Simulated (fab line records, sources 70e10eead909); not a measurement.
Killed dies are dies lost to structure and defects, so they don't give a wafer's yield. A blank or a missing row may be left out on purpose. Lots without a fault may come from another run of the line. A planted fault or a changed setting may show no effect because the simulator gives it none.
fab line records | flow nand_harc
record lots=14 wafers=42 last_day=32
route steps=1302 shown A_DECK1_JOINT@518 A_ONON_D2@546
lots that met no fault: from a run of the same line without faults
start_h: hours from the record's first day to the start of the lot's first wafer shown | wait_h: hours since the lot's step before | " the same as in the row above | L1.1+2: a row that stands for several wafers | - no value, or no start given | * or withheld: withheld | < > ~ a bound
route shown NAME@n: a module of which the file shows steps, and the number in the route of the first | usual: mean/standard deviation of fault-free wafers | same: alike in all rows | chamber/n: place in a boat | sites: the reading at each site | _std_site: their standard deviation | _edge_site: outer sites' mean less inner sites' | radius_mm: how far each site lies from the wafer's centre | mask NAME#n: copy n | behind: the tool/chamber that last shaped the wafer | hold: why the lot was held/for how many hours/how that ended | device: the transistor (n, p or np) that didn't switch | end of line: the same wafers' tests at the end of the route | a step without rows: its recipe alone | killed: dies lost to structure and defects at the first sort, not the wafer's yield | map: a wafer's dies, x killed, . not, _ none there
set.NAME: the setting as run; set.NAME@STEP: as run at that earlier step | model.NAME: the simulator's own value behind a step, which no gauge read
steps of the route over a sample of lots; a table a step, a row a wafer
services: from which hour (start_h, from the record's first day; less than 0 if before it) a tool's chamber was out of use, for how many hours, and why
## steps
# step NHARC_A_DECK1_JOINT_ETCHBACK_07
# recipe target_depth_a=1050 time_s=26.9 hbr_flow_sccm=150 rf_w=350 icp_w=350 bias_w=60 chemistry=HBr
# usual drypump_motor_current_A=5.8/0.59 oes_product_au=1.002/0.0097 throttle_valve_pct=23.265/0.0098
# columns lot.wafer tool chamber start_h wait_h drypump_motor_current_A oes_product_au rf_hours_counter_h throttle_valve_pct
L567.2 rie_si-02 3 239.40 0.1 5.3 0.975 0.65 23.261
L567.1 " 0 " " 6.1 0.994 0.85 23.266
L567.5 " 3 " " 5.4 0.984 - 23.250
L568.3 rie_si-04 2 246.15 0.1 5.9 0.993 0.52 23.263
L568.6 " 0 " " 5.0 1.001 - 23.264
L568.5 " 1 " " 6.7 1.004 - 23.268
L569.1 rie_si-04 2 254.68 0.1 6.0 0.994 0.58 23.274
L569.2 " 3 " " 6.6 0.990 0.48 23.271
L569.3 " 0 " " 5.0 0.991 0.47 23.243
L572.4 rie_si-04 0 278.98 0.1 5.0 0.990 0.66 23.259
L572.3 " 2 " " 5.9 1.007 0.77 23.285
L572.5 " 0 " " 5.0 0.992 - 23.258
L571.2 rie_si-01 3 279.00 0.1 5.4 0.984 0.45 23.272
L571.4 " 1 " " 5.6 0.999 0.49 23.247
L571.5 " 3 " " 5.4 0.998 - 23.267
L573.3 rie_si-02 2 308.27 0.1 6.0 1.004 0.19 23.258
L573.6 " 3 " " 5.4 0.999 - 23.251
L573.5 " 0 " " 6.1 1.001 - 23.261
L575.1 rie_si-02 3 313.73 0.1 5.4 0.984 0.26 23.266
L575.5 " 2 " " 6.0 1.005 - 23.262
L575.6 " 3 " " 5.4 0.996 - 23.274
L574.3 rie_si-01 2 320.74 0.1 5.8 1.001 0.74 23.264
L574.1 " 3 " " 5.4 0.987 0.65 23.265
L574.4 " 0 " " 6.0 1.017 0.64 23.265
L576.1 rie_si-02 3 337.82 0.1 5.4 0.987 0.38 23.263
L576.5 " 2 " " 6.0 1.019 - 23.262
L576.6 " 3 " " 5.4 0.986 - 23.262
L583.2 rie_si-01 3 401.05 0.1 5.4 0.990 0.14 23.256
L583.3 " 0 " " 6.0 1.011 0.15 23.266
L583.1 " 1 " " 5.5 1.004 0.11 23.272
L584.1 rie_si-04 3 407.39 0.1 6.6 1.007 0.44 23.283
L584.6 " 1 " " 6.7 1.016 - 23.260
L584.5 " 2 " " 6.0 1.016 - 23.279
L585.2 rie_si-01 3 410.94 0.1 5.4 0.988 0.20 23.265
L585.1 " 0 " " 6.0 1.010 0.23 23.248
L585.5 " 2 " " 5.7 0.994 - 23.274
L586.2 rie_si-04 2 441.34 0.1 5.9 1.010 0.70 23.284
L586.4 " 0 " " 5.0 1.000 0.51 23.257
L586.6 " 2 " " 6.0 1.010 - 23.265
L588.3 rie_si-02 1 445.78 0.1 4.9 1.001 1.03 23.262
L588.4 " 2 " " 6.0 1.001 1.08 23.278
L588.1 " 3 " " 5.3 1.002 1.08 23.255
# step NHARC_A_DECK1_JOINT_ETCHBACK_00
# recipe target_depth_a=300 time_s=17.4 hbr_flow_sccm=150 rf_w=350 icp_w=350 bias_w=60 chemistry=HBr
# usual drypump_motor_current_A=5.8/0.55 oes_product_au=1.001/0.0091 throttle_valve_pct=23.266/0.009
# columns lot.wafer tool chamber start_h wait_h drypump_motor_current_A oes_product_au rf_hours_counter_h throttle_valve_pct
L567.2 rie_si-04 1 250.09 0.1 6.7 0.997 0.5 23.274
L567.1 " 0 " " 5.0 0.994 0.5 23.260
L567.5 " 2 " " 6.0 0.993 - 23.251
L568.3 rie_si-01 3 256.80 0.1 5.4 0.981 0.3 23.267
L568.5 " 2 " " 5.8 1.001 - 23.271
L568.6 " 3 " " 5.4 0.989 - 23.257
L569.3 rie_si-02 3 265.18 0.1 5.4 0.990 0.8 23.265
L569.2 " 0 " " 6.1 0.995 1.0 23.278
L569.1 " 2 " " 6.0 1.001 1.0 23.277
L571.4 rie_si-01 1 289.67 0.1 5.4 1.003 0.5 23.267
L571.2 " 3 " " 5.4 0.987 0.5 23.261
L571.5 " 2 " " 5.8 0.998 - 23.284
L572.3 rie_si-02 0 289.70 0.1 6.2 1.003 0.0 23.259
L572.4 " 1 " " 4.9 0.986 0.0 23.260
L572.5 " 3 " " 5.4 0.993 - 23.259
L573.3 rie_si-04 2 318.79 0.1 5.9 0.987 1.1 23.255
L573.6 " 1 " " 6.7 0.999 - 23.264
L573.5 " 2 " " 5.9 0.988 - 23.257
L575.1 rie_si-02 1 324.40 0.1 4.9 0.998 0.2 23.264
L575.5 " 1 " " 4.9 0.988 - 23.271
L575.6 " 2 " " 6.0 0.997 - 23.275
L574.4 rie_si-04 1 331.45 0.1 6.7 0.998 1.2 23.253
L574.1 " 2 " " 6.0 0.992 1.2 23.270
L574.3 " 0 " " 5.0 0.993 1.1 23.259
L576.1 rie_si-02 2 352.49 0.1 6.0 0.998 0.5 23.272
L576.6 " 0 " " 6.1 1.003 - 23.267
L576.5 " 1 " " 4.9 0.982 - 23.259
L583.3 rie_si-04 0 411.71 0.1 5.0 1.012 0.3 23.269
L583.2 " 1 " " 6.7 1.010 0.4 23.259
L583.1 " 2 " " 6.0 1.008 0.5 23.264
L584.1 rie_si-01 0 418.05 0.1 6.0 1.019 0.2 23.254
L584.5 " 1 " " 5.5 1.020 - 23.254
L584.6 " 2 " " 5.8 1.002 - 23.264
L585.2 rie_si-02 1 421.67 0.1 4.9 0.992 0.9 23.254
L585.1 " 3 " " 5.4 1.003 0.9 23.253
L585.5 " 1 " " 4.9 0.993 - 23.271
L586.4 rie_si-04 3 452.46 0.1 6.6 1.006 0.8 23.274
L586.2 " 0 " " 5.0 1.004 0.6 23.273
L586.6 " 2 " " 6.0 1.008 - 23.257
L588.4 rie_si-01 3 456.45 0.1 5.4 0.986 0.5 23.276
L588.1 " 0 " " 6.0 1.004 0.5 23.268
L588.3 " 1 " " 5.5 1.004 0.4 23.278
# step NHARC_A_ONON_D2_THK_MEAS_02
# recipe thk_meas_gauge=ellipsometry
# usual thk_nm=999/11
# columns lot.wafer tool chamber start_h wait_h thk_nm
L567.1 film_metro-01 - 280.85 - 987
L567.2 " - " " 987
L567.5 " - " " 989
L568.3 film_metro-01 - 282.61 - 994
L568.5 " - " " 991
L568.6 " - " " 993
L569.1 film_metro-02 - 289.67 - 1007
L569.2 " - " " 1009
L569.3 " - " " 1008
L572.3 film_metro-01 - 315.61 - 1002
L572.4 " - " " 1003
L572.5 " - " " 1004
L571.2 film_metro-02 - 315.91 - 1001
L571.4 " - " " 1002
L571.5 " - " " 1001
L575.1 film_metro-02 - 349.67 - 1008
L575.5 " - " " 1007
L575.6 " - " " 1009
L573.3 film_metro-01 - 349.68 - 1005
L573.5 " - " " 1005
L573.6 " - " " 1004
L574.1 film_metro-01 - 355.67 - 1010
L574.3 " - " " 1009
L574.4 " - " " 1009
L576.1 film_metro-01 - 378.69 - 997
L576.5 " - " " 998
L576.6 " - " " 998
L583.1 film_metro-01 - 436.56 - 1004
L583.2 " - " " 1004
L583.3 " - " " 1004
L584.1 film_metro-01 - 439.12 - 998
L584.5 " - " " 998
L584.6 " - " " 997
L585.1 film_metro-01 - 447.92 - 986
L585.2 " - " " 987
L585.5 " - " " 989
L586.2 film_metro-01 - 476.55 - 966
L586.4 " - " " 968
L586.6 " - " " 967
L588.1 film_metro-01 - 476.64 - 993
L588.3 " - " " 992
L588.4 " - " " 993
# step NHARC_A_ONON_D2_DEP_09
# recipe target_thk_a=10000 n2_flow_sccm=2750 n2o_flow_sccm=2000 nh3_flow_sccm=500 sih4_flow_sccm=210 temp_c=400
# usual nh3_flow_sccm=499.9/1.3 susceptor_temp_C=399.98/0.19
# columns lot.wafer tool chamber start_h wait_h nh3_flow_sccm susceptor_temp_C
L567.1 pecvd_onon-03 0 282.03 0.1 500.0 400.20
L567.2 " 0 " " 498.1 399.79
L567.5 " 0 " " 498.8 399.83
L568.3 pecvd_onon-04 0 283.92 0.2 498.8 399.77
L568.5 " 0 " " 501.3 399.71
L568.6 " 0 " " 501.4 399.96
L569.1 pecvd_onon-03 0 290.86 0.1 497.5 400.01
L569.2 " 0 " " 500.3 400.27
L569.3 " 0 " " 497.3 400.18
L572.3 pecvd_onon-03 0 317.02 0.2 500.9 400.26
L572.4 " 0 " " 500.8 399.72
L572.5 " 0 " " 501.2 399.75
L571.2 pecvd_onon-01 0 317.17 0.1 500.9 399.99
L571.4 " 0 " " 499.5 400.05
L571.5 " 0 " " 499.6 400.04
L575.1 pecvd_onon-01 0 350.86 0.1 502.5 400.23
L575.5 " 0 " " 498.1 400.35
L575.6 " 0 " " 502.1 399.66
L573.3 pecvd_onon-04 0 350.98 0.2 500.3 399.93
L573.5 " 0 " " 498.3 400.09
L573.6 " 0 " " 501.1 400.03
L574.1 pecvd_onon-01 0 356.85 0.1 496.6 399.73
L574.3 " 0 " " 497.4 400.11
L574.4 " 0 " " 499.4 400.11
L576.1 pecvd_onon-01 0 379.88 0.1 497.8 399.92
L576.5 " 0 " " 500.7 399.94
L576.6 " 0 " " 499.2 400.09
L583.1 pecvd_onon-03 0 437.75 0.1 499.3 400.12
L583.2 " 0 " " 500.4 399.90
L583.3 " 0 " " 500.2 400.14
L584.1 pecvd_onon-04 0 440.33 0.1 501.0 399.93
L584.5 " 0 " " 498.2 399.97
L584.6 " 0 " " 497.9 400.01
L585.1 pecvd_onon-03 0 449.11 0.1 501.0 399.97
L585.2 " 0 " " 501.3 400.17
L585.5 " 0 " " 500.2 400.17
L586.2 pecvd_onon-01 0 477.80 0.1 500.6 399.86
L586.4 " 0 " " 502.3 399.63
L586.6 " 0 " " 501.1 399.58
L588.1 pecvd_onon-04 0 477.83 0.1 501.4 400.01
L588.3 " 0 " " 500.7 399.98
L588.4 " 0 " " 500.2 399.98
# step NHARC_A_ONON_D2_THK_MEAS_11
# recipe thk_meas_gauge=ellipsometry
# usual thk_nm=1001/8.8
# columns lot.wafer tool chamber start_h wait_h hold thk_nm
L567.1 film_metro-01 - 282.54 - - 1001
L567.2 " - " " - 1002
L567.5 " - " " - 1001
L568.3 film_metro-01 - 284.31 - - 1016
L568.5 " - " " - 1016
L568.6 " - " " - 1014
L569.1 film_metro-01 - 291.37 - - 995
L569.2 " - " " - 994
L569.3 " - " " - 994
L572.3 film_metro-01 - 317.41 - - 1002
L572.4 " - " " - 999
L572.5 " - " " - 1000
L571.2 film_metro-02 - 317.62 - - 1016
L571.4 " - " " - 1016
L571.5 " - " " - 1017
L575.1 film_metro-01 - 351.37 - - 1002
L575.5 " - " " - 1004
L575.6 " - " " - 1004
L573.3 film_metro-02 - 351.38 - - 993
L573.5 " - " " - 990
L573.6 " - " " - 991
L574.1 film_metro-02 - 357.36 - - 1009
L574.3 " - " " - 1007
L574.4 " - " " - 1008
L576.1 film_metro-01 - 380.39 - - 992
L576.5 " - " " - 992
L576.6 " - " " - 991
L583.1 film_metro-01 - 438.26 - await_dispo/0.2h/release 946
L583.2 " - " " await_dispo/0.2h/release 944
L583.3 " - " " await_dispo/0.2h/release 1006
L583.1 film_metro-01 - 438.44 0.2 - 944
L583.2 " - " " - 945
L583.3 " - " " - 1005
L584.1 film_metro-01 - 440.84 - - 994
L584.5 " - " " - 996
L584.6 " - " " - 996
L585.1 film_metro-01 - 449.62 - await_dispo/0.2h/release 934
L585.2 " - " " await_dispo/0.2h/release 933
L585.5 " - " " await_dispo/0.2h/release 997
L585.1 film_metro-01 - 449.79 0.2 - 936
L585.2 " - " " - 935
L585.5 " - " " - 998
L586.2 film_metro-01 - 478.25 - - 993
L586.4 " - " " - 991
L586.6 " - " " - 991
L588.1 film_metro-01 - 478.34 - - 1015
L588.3 " - " " - 1016
L588.4 " - " " - 1015
## services
# columns tool chamber start_h hours kind
pecvd_onon-03 - 227.00 13.0 pm
rie_si-01 1 237.20 1.2 repair
pecvd_onon-01 - 269.28 13.0 pm
rie_si-02 - 269.95 0.8 repair
rie_si-02 - 277.00 9.0 pm
rie_si-02 0 277.00 9.0 vent_cycle
rie_si-02 1 277.00 9.0 vent_cycle
rie_si-02 2 277.00 9.0 vent_cycle
pecvd_onon-01 - 308.26 2.0 repair
pecvd_onon-04 - 311.26 13.0 pm
rie_si-04 3 314.55 7.8 repair
rie_si-02 - 317.57 0.1 repair
rie_si-04 - 342.00 9.0 pm
rie_si-01 1 363.31 14.0 repair
rie_si-01 - 370.00 9.0 pm
pecvd_onon-01 - 393.07 3.6 repair
rie_si-02 3 397.37 7.2 repair
pecvd_onon-03 - 408.00 13.0 pm
rie_si-02 3 412.02 2.4 repair
rie_si-02 2 440.04 1.1 repair
rie_si-01 1 440.89 1.1 repair
pecvd_onon-01 - 450.28 13.0 pm
rie_si-02 - 454.00 9.0 pm
rie_si-01 0 459.58 2.8 repair
## key
first_sign step=NHARC_A_ONON_D2_THK_MEAS_11 reading=visit direction=added
effect step=NHARC_A_ONON_D2_THK_MEAS_11 reading=thk_nm direction=down sigmas=7.1 usual=1001 struck=939
met_at NHARC_A_ONON_D2_DEP_09
struck_lots L583,L585
struck_wafers L583.1,L583.2,L585.1,L585.2
later_rows_left_out L583.1,L583.2,L585.1,L585.2
sort_left_out L583.1,L583.2,L585.1,L585.2
tester_left_out L583,L585
not_acting_at NHARC_A_DECK1_JOINT_ETCHBACK_07,NHARC_A_DECK1_JOINT_ETCHBACK_00,NHARC_A_ONON_D2_THK_MEAS_02
onset_between 317.02 437.75
fault kind=process_parameter_drift tool=pecvd_onon-03 chamber=- onset_h=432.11 steps=NHARC_A_ONON_D2_DEP_09 channel=target_thk_a offset=* shape=step end_h=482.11 scope=struck_wafers_only acts_in=* stated=*
# tester_left_out: of these lots the tester's yield and bins aren't shown, on N5 and GAA mostly nor the transistor test; their killed dies are dies lost to structure and defects alone, not to doping, threshold or leakage, so they don't give the yield
# sort_left_out: the simulated sort isn't trusted on such a fault, so these wafers' sort isn't shown, and their yield isn't known
# later_rows_left_out: the simulator's readings of these wafers behind a module that went badly wrong aren't trusted and aren't shown, but for the sort
